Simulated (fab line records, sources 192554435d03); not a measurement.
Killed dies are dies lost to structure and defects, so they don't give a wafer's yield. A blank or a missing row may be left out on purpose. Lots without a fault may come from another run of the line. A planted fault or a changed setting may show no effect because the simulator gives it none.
Chamber matching | flow n5_finfet | N5_BEOL_M9_CURE_71 on uv_cure-02: 3 sister chambers
The step cures SiCOH lowk, time 240 s. 27 wafers are shown with their chamber, then 12 later ones without.

WAFERS WITH THEIR CHAMBER
wafer  | chamber | wafer_temp_C_max | lamp_power_pct (%)
L074.1 | 1       | 385.8            | 52.34
L074.2 | 1       | 386.4            | 52.35
L074.3 | 1       | 385.5            | 52.40
L077.3 | 0       | 386.7            | 52.21
L077.5 | 0       | 386.5            | 52.27
L077.6 | 0       | 386.1            | 52.26
L080.2 | 1       | 385.7            | 52.31
L080.4 | 1       | 386.1            | 52.32
L080.6 | 1       | 385.7            | 52.30
L078.2 | 1       | 386.1            | 52.32
L078.3 | 1       | 385.9            | 52.28
L078.4 | 1       | 386.3            | 52.28
L081.1 | 0       | 386.7            | 52.22
L081.3 | 0       | 385.7            | 52.35
L081.4 | 0       | 386.0            | 52.29
L081.2 | 0       | 385.9            | 52.36
L081.5 | 0       | 385.8            | 52.30
L081.6 | 0       | 386.1            | 52.28
L084.1 | 2       | 387.0            | 52.32
L084.3 | 2       | 387.4            | 52.30
L084.4 | 2       | 386.9            | 52.23
L087.1 | 2       | 386.9            | 52.32
L087.3 | 2       | 387.4            | 52.24
L087.6 | 2       | 387.2            | 52.32
L088.1 | 0       | 385.9            | 52.35
L088.2 | 0       | 386.0            | 52.28
L088.4 | 0       | 386.1            | 52.30

SIGNATURES (means of the wafers above)
reading          | chamber 0 | chamber 1 | chamber 2 | scatter within a chamber
wafer_temp_C_max | 386.125   | 385.944   | 387.133   | 0.304
lamp_power_pct   | 52.2892   | 52.3222   | 52.2883   | 0.0435
Rule: a wafer's distance from a chamber is the root of the sum, over the readings, of the square of ((its reading less the chamber's mean) divided by the reading's scatter). The wafer belongs to the nearest chamber; if the next one is less than 2 further off, it can't be placed. The scatter: the root of (the sum of the squares of (reading less its chamber's mean) over the shown wafers, divided by (wafers less chambers)).

WAFERS WITHOUT THEIR CHAMBER
wafer  | wafer_temp_C_max | lamp_power_pct (%)
L091.1 | 386.0            | 52.32
L091.4 | 385.6            | 52.36
L091.6 | 385.6            | 52.32
L091.2 | 385.9            | 52.29
L091.3 | 386.1            | 52.22
L091.5 | 386.1            | 52.27
L094.1 | 385.4            | 52.33
L094.3 | 386.2            | 52.24
L094.5 | 386.0            | 52.29
L096.3 | 385.6            | 52.26
L096.5 | 385.6            | 52.33
L096.6 | 385.8            | 52.26

WHICH CHAMBER EACH WENT THROUGH
wafer  | from the rows above     | in truth
L091.1 | can't be placed: 1 or 0 | 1
L091.4 | can't be placed: 1 or 0 | 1
L091.6 | can't be placed: 1 or 0 | 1
L091.2 | can't be placed: 0 or 1 | 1
L091.3 | can't be placed: 0 or 1 | 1
L091.5 | can't be placed: 0 or 1 | 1
L094.1 | can't be placed: 1 or 0 | 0
L094.3 | can't be placed: 0 or 1 | 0
L094.5 | can't be placed: 0 or 1 | 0
L096.3 | can't be placed: 1 or 0 | 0
L096.5 | can't be placed: 1 or 0 | 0
L096.6 | can't be placed: 0 or 1 | 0
Placed correctly: 0 of 12. Can't be placed from these rows: 12 (the true chamber is among the candidates in 12). Placed wrongly: 0.
